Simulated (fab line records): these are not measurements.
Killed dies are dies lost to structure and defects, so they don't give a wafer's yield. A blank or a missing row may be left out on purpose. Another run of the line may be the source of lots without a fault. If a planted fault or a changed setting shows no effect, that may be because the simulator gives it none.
fab line records	flow n5-finfet
[record] lots = 7	wafers = 21	last-day = 18
route steps=1938 shown MIM_TOP_LITHO@1839 MIM_TOP_ETCH@1851
lots that met no fault: from a run of the same line without faults
start-h: the number of hours between the record's first day and the start of the first shown wafer of the lot	wait-h: time in hours since the lot's previous step	" same as the row above	L1.1+2: a single row standing in for several wafers	- no value, or no start given	* or withheld: withheld	< > ~ a bound
route shown NAME@n: NAME is a module with steps in the file, n the number in the route of the first one	usual: mean/standard deviation of fault-free wafers	same: alike in all rows	chamber/n: place in a boat	sites: per-site readings	_std_site: their standard deviation	_edge_site: mean of outer sites minus mean of inner sites	radius-mm: for every site, how far away it sits from the centre of the wafer	mask NAME#n: copy n	behind: tool/chamber where the wafer was last shaped	hold: what put the lot on hold/how long, in hours/how the hold closed	device: whichever transistor did not switch (one of n, p or np)	end of line: at the end of the route, the tests of the same wafers	step lacking rows: just its recipe	killed: not the wafer's yield, but the dies lost to structure and defects at the first sort	map: dies across one wafer; x = killed, . = not, _ = none there
set.NAME: the setting that was run; set.NAME@STEP: the one run at that earlier step	model.NAME: the simulator's own value behind a step, which no gauge read
a table for each step, a row for each wafer; lots at some steps of the route
services: from which hour (start-h, from the record's first day; less than 0 if before it) a tool's chamber was out of use, for how many hours, and why
[[steps]]
[step N5_MIM_TOP_LITHO_HMDS_01]
[recipe] time-s = 60	temp-c = 120
[step N5_MIM_TOP_LITHO_COAT_02]
[recipe] spin-rpm = *	resist-thk-nm = *
[step N5_MIM_TOP_LITHO_EBR_04]
[recipe] solvent = PGMEA	ebr-width-mm = 1.5
[step N5_MIM_TOP_LITHO_SOFTBAKE_03]
[recipe] temp-c = 100	time-s = 90
[step N5_MIM_TOP_LITHO_EXPOSE_05]
[recipe] mask-id = MIM_TOP	na = 0.55	source-shape = conventional	sigma-outer = 0.8	polarization = unpolarized	target-cd-nm = 2000	dose-mj = 20.5
[step N5_MIM_TOP_LITHO_PEB_06]
[recipe] peb-temp-c = withheld	peb-time-s = *
[step N5_MIM_TOP_LITHO_DEVELOP_07]
[recipe] develop-time-s = 60	rinse-liquid = diw	dry = air-spin	dev-temp-c = 21
[step N5_MIM_TOP_LITHO_HARDBAKE_09]
[recipe] temp-c = 130	time-s = 120
[step N5_MIM_TOP_LITHO_CD_MEAS_08]
[recipe] target-cd-nm = 2000	landing-energy-ev = 500	detector = se-inlens
[usual] cd-nm = 1999.7/1.2
lot.wafer	tool	chamber	start-h	wait-h	cd-nm
L667.4	cd-sem-03	0	262.84	-	1998.9
L667.5	"	0	"	"	1999.7
L667.6	"	0	"	"	1999.9
L669.1	cd-sem-01	0	270.46	-	2000.4
L669.2	"	0	"	"	2000.0
L669.5	"	0	"	"	2000.2
L670.1	cd-sem-03	0	288.44	-	1997.9
L670.2	"	0	"	"	1999.2
L670.3	"	0	"	"	2000.6
L671.1	cd-sem-03	0	288.60	-	1999.5
L671.4	"	0	"	"	2001.5
L671.5	"	0	"	"	2000.7
L673.3	cd-sem-02	0	310.74	-	1997.0
L673.4	"	0	"	"	1997.4
L673.5	"	0	"	"	1997.5
L688.3	cd-sem-01	0	408.65	-	2000.4
L688.5	"	0	"	"	1999.7
L688.6	"	0	"	"	1999.7
L687.1	cd-sem-02	0	412.75	-	2000.3
L687.3	"	0	"	"	2000.4
L687.5	"	0	"	"	2000.4
[step N5_MIM_TOP_LITHO_OVL_MEAS_11]
[recipe] points-per-wafer = 44
[usual] MIM_TOP_OVL = -1/6.5
lot.wafer	tool	chamber	start-h	wait-h	MIM_TOP_OVL[nm]
L667.4	overlay-02	0	262.87	0.0	-3
L667.5	"	0	"	"	-11
L667.6	"	0	"	"	-16
L669.1	overlay-01	0	270.49	0.0	-5
L669.2	"	0	"	"	2
L669.5	"	0	"	"	-6
L670.1	overlay-02	0	288.47	0.0	-2
L670.2	"	0	"	"	8
L670.3	"	0	"	"	4
L671.1	overlay-02	0	288.63	0.0	-9
L671.4	"	0	"	"	4
L671.5	"	0	"	"	-9
L673.3	overlay-01	0	310.77	0.0	-2
L673.4	"	0	"	"	-6
L673.5	"	0	"	"	-2
L688.3	overlay-02	0	408.70	0.1	0
L688.5	"	0	"	"	1
L688.6	"	0	"	"	-6
L687.1	overlay-02	0	412.78	0.0	10
L687.3	"	0	"	"	7
L687.5	"	0	"	"	7
[step N5_MIM_TOP_LITHO_INSPECT_12]
[recipe] mode = adi	inspect-instrument = macro
[usual] raw-defect-count = 2.2/1.6
lot.wafer	tool	chamber	start-h	wait-h	raw-defect-count
L667.4	defect-inspect-02	-	262.89	0.0	2
L667.5	"	-	"	"	1
L667.6	"	-	"	"	2
L669.1	defect-inspect-01	-	270.51	0.0	4
L669.2	"	-	"	"	3
L669.5	"	-	"	"	1
L670.1	defect-inspect-01	-	288.49	0.0	1
L670.2	"	-	"	"	1
L670.3	"	-	"	"	3
L671.1	defect-inspect-01	-	288.65	0.0	4
L671.4	"	-	"	"	3
L671.5	"	-	"	"	4
L673.3	defect-inspect-02	-	310.79	0.0	1
L673.4	"	-	"	"	1
L673.5	"	-	"	"	0
L688.3	defect-inspect-02	-	408.73	0.0	0
L688.5	"	-	"	"	6
L688.6	"	-	"	"	0
L687.1	defect-inspect-01	-	412.80	0.0	4
L687.3	"	-	"	"	2
L687.5	"	-	"	"	3
[step N5_MIM_TOP_LITHO_DESCUM_10]
[recipe] chemistry = O2	time-s = 7.9	source-power-w = 50	bias-power-w = 20	pressure-mtorr = 20	rf-frequency-hz = 2.712e+07	temp-c = 40	o2-flow-sccm = 225
[usual] chamber-pressure-mTorr = 20.001/0.019	drypump-motor-current-A = 5.5/0.33	oes-product-au = 0.81/0.067	rf-vpp-V = 243.3/1.5	showerhead-plenum-p-Torr = 2.10/0.07	throttle-valve-pct = 20.40/0.29
lot.wafer	tool	chamber	start-h	wait-h	chamber-pressure-mTorr	drypump-motor-current-A	oes-product-au	rf-hours-counter-h	rf-vpp-V	showerhead-plenum-p-Torr	throttle-valve-pct
L667.4	rie-diel-03	0	262.94	0.0	19.996	5.1	0.83	74	244.0	2.04	20.54
L667.5	"	2	"	"	19.989	5.7	0.83	-	246.8	2.21	20.08
L667.6	"	1	"	"	19.992	5.6	0.92	-	242.8	2.06	20.20
L669.1	rie-diel-03	2	270.54	0.0	19.994	5.7	0.83	63	246.7	2.21	20.06
L669.2	"	1	"	"	19.968	5.5	0.92	15	242.1	2.06	20.20
L669.5	"	2	"	"	19.983	5.7	0.84	-	244.6	2.21	20.06
L670.1	rie-diel-06	3	288.54	0.0	19.973	6.5	0.68	242	243.4	2.14	20.57
L670.2	"	2	"	"	19.998	5.0	0.78	128	242.0	2.01	20.59
L670.3	"	1	"	"	20.002	5.3	0.72	174	241.4	2.00	20.81
L671.1	rie-diel-06	1	288.80	0.2	19.991	5.3	0.74	174	240.8	2.00	20.80
L671.4	"	1	"	"	19.983	5.3	0.73	-	242.2	2.00	20.79
L671.5	"	3	"	"	20.012	6.5	0.68	-	243.6	2.14	20.59
L673.3	rie-diel-03	2	310.89	0.1	20.010	5.7	0.82	72	245.4	2.21	20.09
L673.4	"	3	"	"	20.016	5.7	0.88	47	242.5	2.13	20.67
L673.5	"	2	"	"	19.998	5.7	0.82	-	245.0	2.21	20.07
L688.3	rie-diel-03	3	408.76	0.0	19.970	5.7	0.85	76	244.0	2.12	20.71
L688.5	"	3	"	"	19.987	5.7	0.85	-	245.1	2.12	20.70
L688.6	"	1	"	"	20.007	5.5	0.84	-	242.1	2.05	20.27
L687.1	rie-diel-03	2	412.85	0.0	19.974	5.7	0.78	108	244.8	2.19	20.15
L687.3	"	1	"	"	20.036	5.6	0.83	63	241.4	2.05	20.28
L687.5	"	2	"	"	20.026	5.7	0.78	-	245.1	2.19	20.13
[step N5_MIM_TOP_ETCH_ETCH_00]
[recipe] chemistry = Cl2/BCl3	target = TiN	target-depth-a = 385	ion-energy-ev = 150	pressure-mtorr = 10	icp-w = 1000	bias-w = 126	Cl2_flow_sccm = 53.25	bcl3-flow-sccm = 21.75	Ar_flow_sccm = 25
[usual] chamber-pressure-mTorr = 10.001/0.0091	drypump-motor-current-A = 5.7/0.56	oes_ar_750_au = 0.83/0.072	oes-product-au = 0.83/0.076	throttle-valve-pct = 22.53/0.18
lot.wafer	tool	chamber	start-h	wait-h	chamber-pressure-mTorr	drypump-motor-current-A	oes_ar_750_au	oes-product-au	rf-hours-counter-h	throttle-valve-pct	model.etch.depth-nm	model.MIM_TOP_ETCH.feature-depth-nm	model.coat_of_MIM_TOP_LITHO_COAT_02.thk-nm
L667.4	rie-metal-03	1	263.06	0.1	10.015	6.1	0.88	0.90	-	22.78	38.21	38.2	*
L667.5	"	1	"	"	10.003	6.1	0.89	0.90	-	22.78	38.32	38.4	*
L667.6	"	0	"	"	10.001	5.5	0.93	0.92	-	22.19	38.97	39	*
L669.1	rie-metal-03	0	270.63	0.1	10.010	5.5	0.89	0.91	4	22.21	38.86	38.8	*
L669.2	"	1	"	"	9.996	6.2	0.87	0.89	10	22.79	38.25	38.2	*
L669.5	"	0	"	"	9.993	5.5	0.90	0.90	-	22.19	38.6	38.6	*
L670.1	rie-metal-03	1	288.62	0.1	9.992	6.2	0.87	0.87	12	22.78	38.06	38	*
L670.2	"	0	"	"	9.977	5.5	0.89	1.26	6	22.17	64.93	65	*
L670.3	"	1	"	"	10.001	6.1	0.87	0.88	-	22.79	37.7	37.8	*
L671.1	rie-metal-03	0	288.89	0.1	9.999	5.5	0.89	1.27	6	22.18	65.79	65.8	*
L671.4	"	0	"	"	9.993	5.5	0.88	1.29	-	22.15	66.2	66.2	*
L671.5	"	1	"	"	10.004	6.1	0.86	0.88	-	22.79	38.4	38.4	*
L673.3	rie-metal-03	0	311.02	0.1	9.989	5.5	0.88	1.26	-	22.16	65.59	65.6	*
L673.4	"	1	"	"	9.991	6.1	0.85	0.87	-	22.80	38.22	38.2	*
L673.5	"	0	"	"	10.002	5.5	0.87	1.26	-	22.17	65.83	65.8	*
L688.3	rie-metal-02	1	408.89	0.1	10.005	6.0	0.83	0.83	-	22.59	38.52	38.6	*
L688.5	"	1	"	"	9.990	6.0	0.83	0.82	-	22.59	38.42	38.4	*
L688.6	"	0	"	"	9.995	4.8	0.76	0.75	-	22.59	38.49	38.4	*
L687.1	rie-metal-02	1	412.93	0.1	10.006	6.0	0.83	0.82	23	22.57	38.36	38.4	*
L687.3	"	1	"	"	10.010	6.0	0.83	0.82	-	22.57	38.33	38.4	*
L687.5	"	1	"	"	10.005	6.0	0.83	0.82	-	22.58	38.63	38.6	*
[step N5_MIM_TOP_ETCH_STRIP_01]
[recipe] chemistry = O2	power-w = 600	temp-c = 60	pressure-mtorr = 30	rf-frequency-hz = 6e+07	bias-power-w = 0	overash-fraction = 0.5	o2-flow-sccm = 225
[usual] chamber-pressure-mTorr = 30.00/0.069	drypump-motor-current-A = 5.9/0.34	oes-product-au = 0.81/0.09	rf-vpp-V = 3.7/1.4	showerhead-plenum-p-Torr = 2.10/0.044	throttle-valve-pct = 16.63/0.26
lot.wafer	tool	chamber	start-h	wait-h	chamber-pressure-mTorr	drypump-motor-current-A	oes-product-au	rf-hours-counter-h	rf-vpp-V	showerhead-plenum-p-Torr	throttle-valve-pct
L667.4	rie-diel-05	3	263.31	0.2	29.95	6.0	0.69	245	1.9	2.16	16.75
L667.5	"	2	"	"	29.93	5.5	0.80	-	1.6	2.12	16.60
L667.6	"	1	"	"	30.00	5.8	0.83	-	1.8	2.12	16.30
L669.1	rie-diel-02	3	270.77	0.1	29.91	5.7	0.72	174	7.0	2.09	16.41
L669.2	"	1	"	"	29.96	6.3	0.73	202	3.3	2.07	16.94
L669.5	"	3	"	"	30.05	5.6	0.70	-	2.5	2.09	16.48
L670.1	rie-diel-01	2	288.77	0.1	29.97	5.5	0.66	249	2.0	2.15	17.07
L670.2	"	0	"	"	30.05	6.4	0.91	23	6.6	2.14	16.24
L670.3	"	3	"	"	29.99	5.8	0.77	149	6.6	2.01	16.92
L671.1	rie-diel-01	3	289.04	0.1	30.10	5.8	0.76	149	5.6	2.01	16.94
L671.4	"	0	"	"	29.92	6.4	0.90	23	2.6	2.14	16.25
L671.5	"	3	"	"	29.90	5.8	0.77	-	5.6	2.01	16.97
L673.3	rie-diel-01	1	311.13	0.1	29.96	6.0	0.91	19	1.6	2.05	16.35
L673.4	"	1	"	"	30.05	6.0	0.90	-	2.5	2.05	16.31
L673.5	"	0	"	"	29.95	6.3	0.91	-	2.1	2.14	16.24
L688.3	rie-diel-01	1	409.14	0.2	29.92	6.0	0.88	48	4.5	2.04	16.38
L688.5	"	1	"	"	29.93	5.9	0.87	-	2.0	2.04	16.38
L688.6	"	0	"	"	30.04	6.3	0.85	-	4.0	2.13	16.29
L687.1	rie-diel-02	3	413.07	0.1	29.96	5.6	0.69	214	2.4	2.08	16.55
L687.3	"	2	"	"	29.91	6.3	0.84	79	3.3	2.12	16.76
L687.5	"	2	"	"	29.92	6.3	0.83	-	2.7	2.12	16.76
[[services]]
tool	chamber	start-h	hours	kind
rie-metal-02	0	249.11	16.4	repair
rie-diel-02	-	275.29	0.6	repair
rie-diel-03	2	276.78	12.1	repair
rie-metal-03	0	285.62	1.4	repair
rie-metal-03	-	296.71	2.8	pm
rie-diel-02	-	303.01	0.5	repair
rie-diel-01	0	311.36	5.4	repair
rie-metal-03	1	329.18	5.2	repair
rie-diel-03	1	329.69	7.5	repair
rie-diel-03	3	332.74	11.1	repair
rie-diel-01	-	338.55	0.3	repair
rie-diel-06	0	338.64	15.8	repair
rie-diel-03	-	344.70	2.8	pm
rie-diel-02	2	361.69	4.1	repair
rie-diel-03	2	362.19	4.5	repair
rie-diel-05	-	374.94	0.4	repair
rie-diel-02	3	376.49	1.6	repair
rie-diel-01	1	377.45	5.0	repair
rie-diel-01	3	382.03	6.1	repair
rie-diel-05	-	385.19	14.6	pm
rie-diel-02	3	395.22	12.3	repair
rie-diel-01	2	400.15	2.8	repair
rie-diel-01	-	402.16	1.0	repair
rie-diel-03	0	407.62	12.5	repair
[[key]]
[first-sign] step = N5_MIM_TOP_ETCH_ETCH_00	reading = oes-product-au	direction = up	sigmas = 5.8	usual = 0.83	struck = 1.27
effect none on later readings
[model-effect] step = N5_MIM_TOP_ETCH_ETCH_00	value = etch.depth-nm	without = 38.79	struck = 65.67
met-at N5_MIM_TOP_ETCH_ETCH_00
struck-wafers L670.2,L671.1,L671.4,L673.3,L673.5
onset-between 270.63 288.62
[fault] kind = process-parameter-drift	tool = rie-metal-03	chamber = 0	onset-h = 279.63	steps = N5_MIM_TOP_ETCH_ETCH_00	channel = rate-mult	offset = 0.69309	shape = step	end-h = 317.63
